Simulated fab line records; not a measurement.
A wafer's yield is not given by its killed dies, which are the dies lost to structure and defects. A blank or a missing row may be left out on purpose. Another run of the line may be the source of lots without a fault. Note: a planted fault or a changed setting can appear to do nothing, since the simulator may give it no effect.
fab line records    flow nand-harc
record: lots: 6  wafers: 18  last-day: 33
route steps=1302 shown A_CHANNEL_HOLE_D1@482 A_CHANNEL_FILL_D1@490 END@1302
lots that met no fault: from a run of the same line without faults
start-h: start of the lot's first displayed wafer, in hours after the record's first day    wait-h: hours since the lot's step before    " unchanged from the row above    L1.1+2: a single row standing in for several wafers    - no value, or no start given    * or withheld: withheld    < > ~ a bound
route shown NAME@n: names a module that has steps shown in the file, with the first one's number in the route    usual: mean and standard deviation over wafers with no fault    same: alike in all rows    chamber/n: place in a boat    sites: the reading at each site    _std_site: the standard deviation of these    _edge_site: inner sites' mean taken away from outer sites' mean    radius-mm: for every site, how far away it sits from the centre of the wafer    mask NAME#n: copy n    behind: the most recent tool/chamber to have shaped the wafer    hold: why the lot was held/for how many hours/how that ended    device: which transistor (n, p or np) failed to switch    end of line: tests run on the same wafers once the route is complete    for a step that has no rows: nothing shown but its recipe    killed: the dies lost at the first sort to structure and to defects; this is not the yield of the wafer    map: the dies of a wafer, with x for killed, . for not killed, _ for no die there
set.NAME: setting as actually run; set.NAME@STEP: the setting as run at that earlier step    model.NAME: the simulator's own value behind a step, which no gauge read
lots at selected steps of the route; one table per step, one row per wafer
services: when a tool's chamber went out of use (start-h, in hours from the record's first day, below 0 if earlier), for how many hours, and the reason
== steps ==
step: NHARC_A_CHANNEL_HOLE_D1_STRIP_43
recipe: o2-flow-sccm: 400  cos-flow-sccm: 20  ar-flow-sccm: 0  bias-w: 0  chemistry: O2/COS
step: NHARC_A_CHANNEL_HOLE_D1_ETCH_44
recipe: target-depth-a: 1400  overetch-a: 140  time-s: 77  ion-energy-ev: 100  cf4-flow-sccm: 80  o2-flow-sccm: 20  ar-flow-sccm: 0  rf-w: 300  bias-w: 100  chemistry: CF4/O2
usual: bias-w: 99.99/0.28  drypump-motor-current-A: 5.5/0.39  oes_o_777_au: 1.000/0.0043  oes-product-au: 1.000/0.0076  rf-vpp-V: 197.6/1.6  showerhead-plenum-p-Torr: 1.33/0.063  throttle-valve-pct: 13.397/0.0089
same: time-s: 77
lot.wafer  tool         chamber  start-h  wait-h  bias-w  drypump-motor-current-A  oes_o_777_au  oes-product-au  rf-hours-counter-h  rf-vpp-V  showerhead-plenum-p-Torr  throttle-valve-pct
L376.2     rie-diel-06  0        224.40   0.1     99.99   5.2                      1.004         1.002           31                  195.5     1.27                      13.393
L376.5     "            2        "        "       99.95   6.2                      0.997         0.990           -                   200.3     1.42                      13.390
L376.6     "            3        "        "       99.95   5.7                      1.003         1.009           -                   195.7     1.27                      13.406
L377.3     rie-diel-06  1        234.62   0.1     100.22  6.3                      0.995         0.998           35                  197.1     1.29                      13.388
L377.5     "            1        "        "       100.24  6.3                      0.995         1.009           -                   196.7     1.29                      13.397
L377.6     "            2        "        "       99.86   6.1                      1.002         1.001           -                   200.0     1.42                      13.383
L383.4     rie-diel-05  0        289.77   0.1     99.95   4.9                      0.998         0.986           4                   199.3     1.42                      13.397
L383.5     "            2        "        "       100.14  5.6                      0.998         0.994           -                   198.4     1.35                      13.406
L383.6     "            3        "        "       99.76   5.7                      1.007         0.998           -                   197.4     1.32                      13.402
L382.3     rie-diel-06  0        292.39   0.1     99.92   5.2                      1.001         0.998           53                  198.0     1.27                      13.400
L382.1     "            1        "        "       99.62   6.3                      1.007         1.003           48                  196.1     1.28                      13.398
L382.4     "            3        "        "       99.49   5.6                      1.004         1.017           51                  197.7     1.27                      13.398
L384.1     rie-diel-05  1        299.00   0.1     99.83   5.2                      0.997         1.003           5                   195.5     1.24                      13.408
L384.2     "            0        "        "       100.25  4.9                      1.003         0.993           5                   201.0     1.42                      13.374
L384.5     "            2        "        "       100.20  5.7                      1.005         0.999           -                   198.9     1.35                      13.409
L393.1     rie-diel-05  1        399.06   0.0     99.96   5.2                      0.997         0.994           11                  195.9     1.24                      13.393
L393.3     "            3        "        "       99.82   5.8                      0.998         1.005           12                  198.1     1.32                      13.391
L393.5     "            2        "        "       99.69   5.7                      0.999         0.979           -                   198.2     1.35                      13.393
step: NHARC_A_CHANNEL_HOLE_D1_STRIP_27
recipe: o2-flow-sccm: 500  ar-flow-sccm: 0  bias-w: 0  chemistry: O2
usual: drypump-motor-current-A: 5.6/0.39  oes-product-au: 1.000/0.0076  rf-vpp-V: 57.9/0.94  showerhead-plenum-p-Torr: 3.51/0.16  throttle-valve-pct: 17.036/0.0094
same: bias-w: 0
lot.wafer  tool         chamber  start-h  wait-h  drypump-motor-current-A  oes-product-au  rf-hours-counter-h  rf-vpp-V  showerhead-plenum-p-Torr  throttle-valve-pct
L376.2     rie-diel-06  2        -        -       6.2                      0.995           31                  57.0      3.75                      17.032
L376.6     "            3        "        "       5.7                      1.008           -                   57.9      3.37                      17.037
L376.5     "            0        "        "       5.3                      0.998           -                   58.2      3.38                      17.026
L377.3     rie-diel-06  0        -        -       5.3                      0.993           33                  57.3      3.37                      17.032
L377.5     "            0        "        "       5.2                      1.002           -                   54.4      3.37                      17.033
L377.6     "            1        "        "       6.3                      1.004           -                   57.7      3.41                      17.037
L383.4     rie-diel-05  3        -        -       5.8                      1.006           4                   57.2      3.50                      17.034
L383.6     "            2        "        "       5.7                      1.002           -                   57.9      3.57                      17.041
L383.5     "            3        "        "       5.8                      0.995           -                   58.1      3.50                      17.032
L382.3     rie-diel-06  1        -        -       6.3                      1.009           48                  58.7      3.40                      17.043
L382.4     "            2        "        "       6.2                      1.013           54                  57.7      3.74                      17.018
L382.1     "            3        "        "       5.6                      1.012           51                  56.7      3.36                      17.029
L384.2     rie-diel-05  3        -        -       5.8                      0.988           5                   58.5      3.50                      17.035
L384.1     "            0        "        "       4.9                      0.987           5                   59.0      3.74                      17.034
L384.5     "            0        "        "       4.9                      0.986           -                   58.3      3.74                      17.032
L393.1     rie-diel-05  1        -        -       5.2                      1.007           11                  57.1      3.28                      17.026
L393.3     "            3        "        "       5.8                      0.985           12                  59.6      3.50                      17.066
L393.5     "            2        "        "       5.7                      1.004           -                   58.2      3.57                      17.031
step: NHARC_A_CHANNEL_HOLE_D1_PRECLEAN_28
recipe: time-s: *  temp-c: 50  bath-age-min: 0  chemistry: SC1
step: NHARC_A_CHANNEL_HOLE_D1_SRD_29
step: NHARC_A_CHANNEL_HOLE_D1_CD_MEAS_30
usual: cd-nm: 89.8/0.96
lot.wafer  tool       chamber  start-h  wait-h  cd-nm
L376.2     cd-sem-03  -        225.19   -       88.1
L376.5     "          -        "        "       89.2
L376.6     "          -        "        "       89.3
L377.3     cd-sem-01  -        235.42   -       89.4
L377.5     "          -        "        "       89.6
L377.6     "          -        "        "       90.1
L383.4     cd-sem-03  -        290.56   -       90.3
L383.5     "          -        "        "       89.6
L383.6     "          -        "        "       91.1
L382.1     cd-sem-03  -        293.18   -       91.3
L382.3     "          -        "        "       89.2
L382.4     "          -        "        "       89.3
L384.1     cd-sem-03  -        299.80   -       88.2
L384.2     "          -        "        "       89.7
L384.5     "          -        "        "       89.6
L393.1     cd-sem-02  -        399.86   -       91.4
L393.3     "          -        "        "       90.7
L393.5     "          -        "        "       91.6
step: NHARC_A_CHANNEL_HOLE_D1_XSEM_31
recipe: landing-energy-ev: 35000
step: NHARC_A_CHANNEL_HOLE_D1_INSPECT_40
usual: raw-defect-count: 76/29
lot.wafer  tool               chamber  start-h  wait-h  raw-defect-count
L376.2     defect-inspect-02  -        225.37   -       67
L376.5     "                  -        "        "       38
L376.6     "                  -        "        "       51
L377.3     defect-inspect-01  -        235.60   -       107
L377.5     "                  -        "        "       108
L377.6     "                  -        "        "       143
L383.4     defect-inspect-02  -        290.75   -       54
L383.5     "                  -        "        "       63
L383.6     "                  -        "        "       33
L382.1     defect-inspect-01  -        293.37   -       103
L382.3     "                  -        "        "       118
L382.4     "                  -        "        "       80
L384.1     defect-inspect-02  -        299.98   -       92
L384.2     "                  -        "        "       112
L384.5     "                  -        "        "       70
L393.1     defect-inspect-02  -        400.05   -       65
L393.3     "                  -        "        "       47
L393.5     "                  -        "        "       63
step: NHARC_A_CHANNEL_FILL_D1_PRECLEAN_00
recipe: time-s: *  temp-c: 50  bath-age-min: 0  chemistry: SC1
step: NHARC_A_CHANNEL_FILL_D1_SRD_01
step: NHARC_A_CHANNEL_FILL_D1_ALD_02
recipe: target-thk-a: 60  pulse-time-s: 10  ald-cycles: 60  temp-c: 300  material: SiO2
usual: ald-cycles: 60/0  heater-power-w: 440/56  precursor-pulse-height-rel: 1.000/0.02  susceptor-temp-C: 300.02/0.19
lot.wafer  tool       chamber  start-h  wait-h  ald-cycles  heater-power-w  precursor-pulse-height-rel  susceptor-temp-C
L376.2     ald-hk-02  1        225.63   -       60          352             0.998                       299.85
L376.5     "          0        "        "       60          472             1.002                       300.06
L376.6     "          1        "        "       60          343             1.012                       299.80
L377.3     ald-hk-02  0        235.87   -       60          471             1.003                       300.02
L377.6     "          3        "        "       60          383             0.975                       300.02
L377.5     "          0        "        "       60          497             1.010                       299.89
L383.4     ald-hk-02  3        291.01   -       60          400             0.989                       299.86
L383.5     "          2        "        "       60          366             1.013                       300.31
L383.6     "          3        "        "       60          391             1.036                       299.96
L382.1     ald-hk-04  0        293.60   0.1     60          411             0.961                       300.29
L382.3     "          1        "        "       60          496             1.012                       300.15
L382.4     "          3        "        "       60          488             0.990                       300.15
L384.1     ald-hk-02  1        300.18   -       60          350             1.011                       299.89
L384.2     "          2        "        "       60          362             0.999                       299.90
L384.5     "          2        "        "       60          361             1.042                       300.17
L393.3     ald-hk-04  1        402.61   2.4     60          510             0.981                       300.14
L393.1     "          0        "        "       60          415             0.999                       299.98
L393.5     "          1        "        "       60          484             1.031                       300.04
step: NHARC_A_CHANNEL_FILL_D1_ALD_03
recipe: target-thk-a: 60  pulse-time-s: 60  ald-cycles: 58  temp-c: 630  pressure-torr: 2  material: SiNx
usual: ald-cycles: 58/0  chamber-pressure-Torr: 2.000/0.0045  precursor-pulse-height-rel: 1.001/0.021  susceptor-temp-C: 629.98/0.29
lot.wafer  tool              chamber  start-h  wait-h  ald-cycles  chamber-pressure-Torr  precursor-pulse-height-rel  susceptor-temp-C
L376.2     ald-sin-batch-03  0        -        -       58          1.996                  0.998                       629.93
L376.5     "                 0        "        "       58          2.003                  1.004                       629.89
L376.6     "                 0        "        "       58          1.997                  1.002                       629.75
L377.3     ald-sin-batch-02  0        -        -       58          1.991                  1.005                       630.04
L377.5     "                 0        "        "       58          1.994                  1.023                       630.06
L377.6     "                 0        "        "       58          2.000                  0.990                       629.85
L382.1     ald-sin-batch-02  0        -        -       58          1.992                  1.001                       629.91
L382.3     "                 0        "        "       58          2.004                  1.011                       629.77
L382.4     "                 0        "        "       58          1.995                  0.995                       629.72
L383.4     ald-sin-batch-02  0        -        -       58          1.998                  1.039                       629.94
L383.5     "                 0        "        "       58          1.997                  1.007                       629.83
L383.6     "                 0        "        "       58          2.002                  0.992                       629.94
L384.1     ald-sin-batch-03  0        -        -       58          1.997                  1.011                       -
L384.2     "                 0        "        "       58          1.989                  0.996                       -
L384.5     "                 0        "        "       58          2.001                  1.029                       -
L393.1     ald-sin-batch-02  0        -        -       58          1.998                  0.988                       629.94
L393.3     "                 0        "        "       58          1.997                  0.983                       629.91
L393.5     "                 0        "        "       58          1.998                  1.017                       630.17
step: NHARC_A_CHANNEL_FILL_D1_ALD_14
recipe: target-thk-a: 25  pulse-time-s: 10  ald-cycles: 25  temp-c: 300  material: SiO2
usual: ald-cycles: 25/0  heater-power-w: 445/51  precursor-pulse-height-rel: 1.001/0.021  susceptor-temp-C: 300.02/0.19
lot.wafer  tool       chamber  start-h  wait-h  ald-cycles  heater-power-w  precursor-pulse-height-rel  susceptor-temp-C
L376.2     ald-hk-02  3        232.70   0.1     25          394             1.032                       -
L376.6     "          0        "        "       25          477             0.986                       -
L376.5     "          1        "        "       25          353             0.999                       -
L377.3     ald-hk-02  0        244.22   1.4     25          474             0.993                       -
L377.6     "          0        "        "       25          466             1.011                       -
L377.5     "          1        "        "       25          350             1.054                       -
L383.4     ald-hk-02  0        298.91   0.9     25          473             1.000                       300.18
L383.5     "          1        "        "       17          352             0.975                       299.91
L383.6     "          2        "        "       25          374             1.002                       300.01
L382.1     ald-hk-02  1        299.05   1.1     17          343             0.999                       300.43
L382.3     "          2        "        "       25          354             1.024                       299.94
L382.4     "          3        "        "       25          394             1.031                       299.92
L384.1     ald-hk-03  2        308.44   1.3     25          443             0.977                       299.99
L384.2     "          1        "        "       25          483             1.041                       299.97
L384.5     "          2        "        "       25          439             1.010                       299.97
L393.1     ald-hk-04  0        411.66   0.2     25          429             0.994                       300.11
L393.3     "          1        "        "       25          512             0.978                       299.82
L393.5     "          2        "        "       25          503             1.011                       299.82
step: NHARC_A_CHANNEL_FILL_D1_ALD_15
recipe: target-thk-a: 20  pulse-time-s: 60  ald-cycles: 19  temp-c: 630  pressure-torr: 2  material: SiNx
usual: ald-cycles: 19/0  chamber-pressure-Torr: 1.999/0.0047  precursor-pulse-height-rel: 0.999/0.018  susceptor-temp-C: 630.00/0.28
lot.wafer  tool              chamber  start-h  wait-h  ald-cycles  chamber-pressure-Torr  precursor-pulse-height-rel  susceptor-temp-C
L376.2     ald-sin-batch-01  0        -        -       19          2.001                  0.969                       -
L376.5     "                 0        "        "       19          1.998                  1.000                       -
L376.6     "                 0        "        "       19          1.991                  0.985                       -
L377.3     ald-sin-batch-03  0        -        -       19          1.992                  1.012                       -
L377.5     "                 0        "        "       19          2.002                  1.011                       -
L377.6     "                 0        "        "       19          2.003                  1.006                       -
L382.1     ald-sin-batch-01  0        -        -       19          2.006                  0.980                       630.24
L382.3     "                 0        "        "       19          1.998                  1.005                       629.90
L382.4     "                 0        "        "       19          2.007                  0.975                       630.12
L383.4     ald-sin-batch-01  0        -        -       19          1.999                  1.026                       630.10
L383.5     "                 0        "        "       19          2.002                  0.996                       630.30
L383.6     "                 0        "        "       19          1.992                  0.988                       629.97
L384.1     ald-sin-batch-03  0        311.79   3.3     19          2.002                  1.043                       630.31
L384.2     "                 0        "        "       19          2.003                  0.976                       630.39
L384.5     "                 0        "        "       19          1.998                  0.988                       630.72
L393.1     ald-sin-batch-02  0        415.10   3.4     19          2.002                  0.994                       630.23
L393.3     "                 0        "        "       19          2.004                  0.997                       629.99
L393.5     "                 0        "        "       19          2.004                  1.021                       629.96
step: NHARC_END_SORT_01
recipe: temp-c: 25
usual: killed-at-array: 52/19  killed-at-other: 0.8/1  killed-at-periphery: 3.7/2.5  killed-dies: 56/19  killed-open: 3.5/2  killed-short: 2.2/1.4
same: gross-dies: 677
lot.wafer  tool       chamber  start-h  wait-h  killed-at-array  killed-at-other  killed-at-periphery  killed-dies  killed-open  killed-short
L377.3     prober-02  0        598.33   3.1     50               0                0                    50           3            3
L377.5     prober-02  0        599.93   3.7     32               0                2                    34           1            2
L377.6     prober-02  0        600.73   4.0     55               0                3                    58           2            2
L382.1     prober-01  0        664.65   2.5     64               0                5                    69           4            2
L382.3     prober-01  0        666.25   3.1     61               1                0                    62           3            3
L382.4     prober-01  0        667.04   3.4     68               1                3                    72           3            0
killed by level:class
L377.3 A_CHANNEL_HOLE_D2:chamber-film-flake=27 A_CHANNEL_HOLE_D1:chamber-film-flake=10 A_CONTACT:chamber-film-flake=4 A_CHANNEL_FILL_D1:chamber-film-flake=2 A_SOURCE_PLATE:geometric-particle:short=1 A_ONON_D1:geometric-particle:open=1 A_ONON_D2:geometric-particle:open=1 A_CHANNEL_FILL_D2:geometric-particle:short=1
L377.5 A_CHANNEL_HOLE_D2:chamber-film-flake=11 A_CHANNEL_HOLE_D1:chamber-film-flake=11 A_CONTACT:chamber-film-flake=6 P_M0:geometric-particle:open=1 A_SGD_CUT:geometric-particle:short=1 A_M0:geometric-particle:short=1 P_STI:chamber-film-flake=1 A_DECK1_JOINT:chamber-film-flake=1
L377.6 A_CHANNEL_HOLE_D2:chamber-film-flake=25 A_CHANNEL_HOLE_D1:chamber-film-flake=21 A_CONTACT:chamber-film-flake=3 P_ZERO_WELL:geometric-particle:open=1 A_ONON_D1:geometric-particle:short=1 A_ONON_D2:geometric-particle:short=1 A_M0:geometric-particle:open=1 P_ZERO_WELL:chamber-film-flake=1
L382.1 A_CHANNEL_HOLE_D1:chamber-film-flake=31 A_CHANNEL_HOLE_D2:chamber-film-flake=16 A_CHANNEL_FILL_D2:chamber-film-flake=4 A_STAIRCASE:chamber-film-flake=4 A_M0:geometric-particle:open=3 A_CHANNEL_FILL_D1:chamber-film-flake=3 P_M2:chamber-film-flake=2 P_M2:geometric-particle:open=1
L382.3 A_CHANNEL_HOLE_D1:chamber-film-flake=28 A_CHANNEL_HOLE_D2:chamber-film-flake=18 A_DECK1_JOINT:chamber-film-flake=3 A_SLIT:chamber-film-flake=2 A_STAIRCASE:chamber-film-flake=2 A_SOURCE_PLATE:geometric-particle:open=1 A_DECK1_JOINT:geometric-particle:short=1 A_SGD_CUT:geometric-particle:short=1
L382.4 A_CHANNEL_HOLE_D1:chamber-film-flake=28 A_CHANNEL_HOLE_D2:chamber-film-flake=27 A_ZERO_WELL:chamber-film-flake=3 P_M2:chamber-film-flake=2 A_SLIT:chamber-film-flake=2 A_M1:chamber-film-flake=2 A_DECK1_JOINT:geometric-particle:open=1 A_ONON_D2:geometric-particle:open=1
== services ==
tool              chamber  start-h  hours  kind
rie-diel-05       0        208.70   -      clean
rie-diel-05       1        208.70   -      clean
ald-hk-04         -        210.50   0.4    repair
ald-hk-03         -        215.74   0.5    repair
rie-diel-05       1        217.61   2.8    repair
rie-diel-05       -        229.66   9.0    pm
rie-diel-05       -        240.70   0.8    repair
ald-hk-02         -        251.49   1.9    repair
ald-hk-04         -        254.33   10.0   pm
rie-diel-06       1        260.18   18.7   repair
rie-diel-06       -        260.32   0.3    repair
ald-sin-batch-02  -        266.00   26.0   pm
rie-diel-06       -        307.20   9.0    pm
ald-hk-02         -        348.50   10.0   pm
ald-hk-02         0        348.50   10.0   vent-cycle
ald-hk-02         1        348.50   10.0   vent-cycle
ald-hk-02         2        348.50   10.0   vent-cycle
ald-hk-02         3        348.50   10.0   vent-cycle
ald-hk-02         0        358.50   -      clean
ald-hk-02         1        358.50   -      clean
ald-hk-02         2        358.50   -      clean
ald-hk-02         3        358.50   -      clean
ald-sin-batch-01  -        398.76   37.1   repair
rie-diel-05       -        406.72   9.0    pm
== key ==
first-sign: step: NHARC_A_CHANNEL_FILL_D1_ALD_14  reading: ald-cycles  direction: down  sigmas: 99+  usual: 25  struck: 17
effect none on later readings
met-at NHARC_A_CHANNEL_FILL_D1_ALD_14
struck-wafers L382.1,L383.5
tester-left-out L382,L383
onset-between 244.22 298.91
fault: kind: process-parameter-drift  tool: ald-hk-02  chamber: 1  onset-h: 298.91  steps: NHARC_A_CHANNEL_FILL_D1_ALD_14  channel: ald-cycles  offset: -8  shape: step  end-h: 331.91  acts-in: these-recipes-only  stated: 25
tester-left-out: of these lots the tester's yield and bins aren't shown, on N5 and GAA mostly nor the transistor test; their killed dies are dies lost to structure and defects alone, not to doping, threshold or leakage, so they don't give the yield
